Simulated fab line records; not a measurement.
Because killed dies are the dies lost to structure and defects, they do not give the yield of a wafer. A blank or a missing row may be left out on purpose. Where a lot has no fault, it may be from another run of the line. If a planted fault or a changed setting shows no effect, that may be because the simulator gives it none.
Struck lot and sound lot, side by side | flow n5-finfet | 16 steps out of a route of 1938
Sound: the wafers L692.4, L692.5, L692.6. The struck wafers were L689.3, L689.5, L689.6. The cause is named last.
Per side, at each step with rows, come the tool, then ch with its chambers, and then its first start. Under that, the readings that differ: sound wafers | struck wafers | difference of the means | sigmas: that difference in standard deviations of wafers without a fault.
alike: a reading whose means differ by less than 2 such deviations, as well as words and numbers matching on both sides. not compared: withheld readings; readings where some wafer has no value; bounds like >300 that might hide an equal value; numbers whose values overlap and for which the record gives no deviation.
A row with sigmas, a row that says differs or no value, or rows on one side alone: a step with any of these is where the two part. When numbers do not overlap yet have no deviation, they are printed without sigmas and do not part them. A reading missing from all wafers of one side parts the sides only when that side holds two or more wafers.

first, 7 steps without rows for these wafers: N5_ZERO_LAYER_COAT_05 (resist thk 1000 nm); N5_ZERO_LAYER_EBR_07; N5_ZERO_LAYER_SOFTBAKE_06 (time 90 s); N5_ZERO_LAYER_EXPOSE_08 (exposes mask ZERO, defocus 0 nm, target cd 2000 nm); N5_ZERO_LAYER_PEB_09; N5_ZERO_LAYER_DEVELOP_10 (develop time 60 s); N5_ZERO_LAYER_HARDBAKE_23 (time 120 s).
N5_ZERO_LAYER_CD_MEAS_11 targets a cd of 2000 nm.
  sound on cd-sem-02 ch 0, day 7 00:39; struck on cd-sem-01 ch 0, day 6 06:38
  alike: cd-nm
N5_ZERO_LAYER_DESCUM_16: chemistry O2, time 7.9 s.
  sound on rie-diel-03 ch 1,2,3, day 7 00:41; struck on rie-diel-04 ch 0,1,3, day 6 06:41
  alike: chamber-pressure-mTorr, drypump-motor-current-A, oes-product-au, rf-vpp-V, showerhead-plenum-p-Torr, throttle-valve-pct
  not compared: rf-hours-counter-h
N5_ZERO_LAYER_ETCH_17: etches SiO2 in CF4, target depth 12 nm, time 13.3 s.
  sound on rie-diel-03 ch 1,2,3, day 7 00:43; struck on rie-diel-04 ch 0,1,3, day 6 06:43
  alike: chamber-pressure-mTorr, drypump-motor-current-A, oes-product-au, rf-vpp-V, showerhead-plenum-p-Torr, throttle-valve-pct
  not compared: rf-hours-counter-h
N5_ZERO_LAYER_ETCH_18: etches Si in HBr/Cl2, target depth 120 nm, time 40 s.
  sound on rie-si-06 ch 0,1,3, day 7 00:47; struck on rie-si-04 ch 1,2,3, day 6 06:47
  alike: chamber-pressure-mTorr, drypump-motor-current-A, he-backside-leak-sccm, mfc-cl2-sccm, oes-product-au, throttle-valve-pct
  not compared: rf-hours-counter-h
N5_ZERO_LAYER_STRIP_24: strips in O2.
  sound on plasma-asher-02 ch 0,1, day 7 00:55; struck on plasma-asher-01 ch 0,1, day 6 06:55
  alike: chamber-pressure-mTorr, drypump-motor-current-A, heater-power-w, oes-product-au, strip-time-to-endpoint-s
  not compared: rf-hours-counter-h
N5_ZERO_LAYER_STRIP_19: strips in SPM, time 900 s.
  sound on wet-bench-03 ch 1,3,6, day 7 00:59; struck on wet-bench-06 ch 1,2,5, day 6 06:59
  no value came back on the struck wafers for bath-guard-temp-C (C), bath-heat-duty-pct (%); on the sound wafers bath-guard-temp-C (C) reads 129.7 129.4 130.8
N5_ZERO_LAYER_INSPECT_20: inspects for defects (darkfield).
  sound on defect-inspect-02 at day 7 01:15; struck on defect-inspect-01 at day 6 07:15
  alike: raw-defect-count
-- a jump in the record: the struck wafers' starts before and after are 7 days apart (it breaks off in module ZERO_LAYER and resumes in module BEOL_M4, where the first step shown is number 1111 of the route) --
N5_BEOL_M4_RC_MEAS_101:
  sound on prober-01 ch 0, day 13 13:18; struck on prober-01 ch 0, day 13 00:42
  alike: DIBL_N, DIBL_P, IOFF_N, IOFF_P, ION_N, ION_P, SS_N, SS_P, VT_N, VT_P
-- the record jumps here: 5 days lie between the struck wafers' starts before and after (it left off in module BEOL_M4 and takes up again in module PASSIVATION, whose first step shown is number 1936 of the route) --
N5_PASSIVATION_PROBE_49:
  sound on prober-02 at day 18 05:02; struck on prober-02 at day 17 21:11
  alike: defect-limited-yield, killed_at_M0_to_M3, killed_at_M4_up, killed-at-contacts, killed-at-front-end, killed-at-other, killed-dies, killed-open, killed-short, sort_bin_5_function, sort_bin_6_memory, sort-n-pass, sort-yield-pct

WHERE THEY PART
Only at N5_ZERO_LAYER_STRIP_19, as far as this record shows. Later steps at which nothing parts them and some readings are alike: N5_ZERO_LAYER_INSPECT_20, N5_BEOL_M4_RC_MEAS_101, N5_PASSIVATION_PROBE_49.

WHY: what the simulator had put in
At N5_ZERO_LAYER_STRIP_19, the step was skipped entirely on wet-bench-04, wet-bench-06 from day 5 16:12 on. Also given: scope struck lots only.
